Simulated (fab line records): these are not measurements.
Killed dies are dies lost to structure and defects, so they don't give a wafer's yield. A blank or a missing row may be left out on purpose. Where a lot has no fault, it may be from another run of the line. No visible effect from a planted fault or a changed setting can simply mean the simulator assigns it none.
Chamber matching    flow n5-finfet    N5_BEOL_M11_ILD_DEP_00 on pecvd-01 has 3 sister chambers
The step deposits SiCOH lowk from DEMS/porogen, target thk 308.51 nm, time 58 s. 3 wafers are shown with their chamber, then 12 later ones without.

WAFERS PAIRED WITH THEIR CHAMBERS
wafer   chamber  throttle-valve-pct (%)
L087.1  2        13.5
L087.3  1        14.3
L087.6  0        14.8

WAFERS WITH NO CHAMBER GIVEN
wafer   throttle-valve-pct (%)
L092.2  14.9
L092.5  14.2
L092.6  15.2
L094.1  13.9
L094.4  14.8
L094.6  13.5
L096.1  14.9
L096.3  14.6
L096.4  13.3
L097.2  13.8
L097.5  14.6
L097.6  13.4

WHICH CHAMBER EACH WENT THROUGH
wafer   from the rows above      in truth
L092.2  0                        0
L092.5  1                        1
L092.6  0                        0
L094.1  can't be placed: 1 or 2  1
L094.4  0                        0
L094.6  2                        2
L096.1  0                        0
L096.3  can't be placed: 0 or 1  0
L096.4  2                        2
L097.2  can't be placed: 2 or 1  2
L097.5  can't be placed: 0 or 1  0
L097.6  2                        2
Correctly placed: 8 of 12. From these rows, 4 cannot be placed; in 4 the true chamber is one of the candidates. Wrongly placed: 0.
How it was worked out, from the rows above alone: a wafer's distance from a chamber is the root of the sum, over the readings, of the square of ((its reading less the chamber's mean) divided by the reading's scatter). The wafer belongs to the nearest chamber; if the next one is less than 2 further off, it can't be placed. For every chamber, the mean is computed from those of its wafers that are shown. The scatter: with one shown wafer a chamber, the root of the mean of the squares of how far each hidden wafer lies from its nearest shown one.
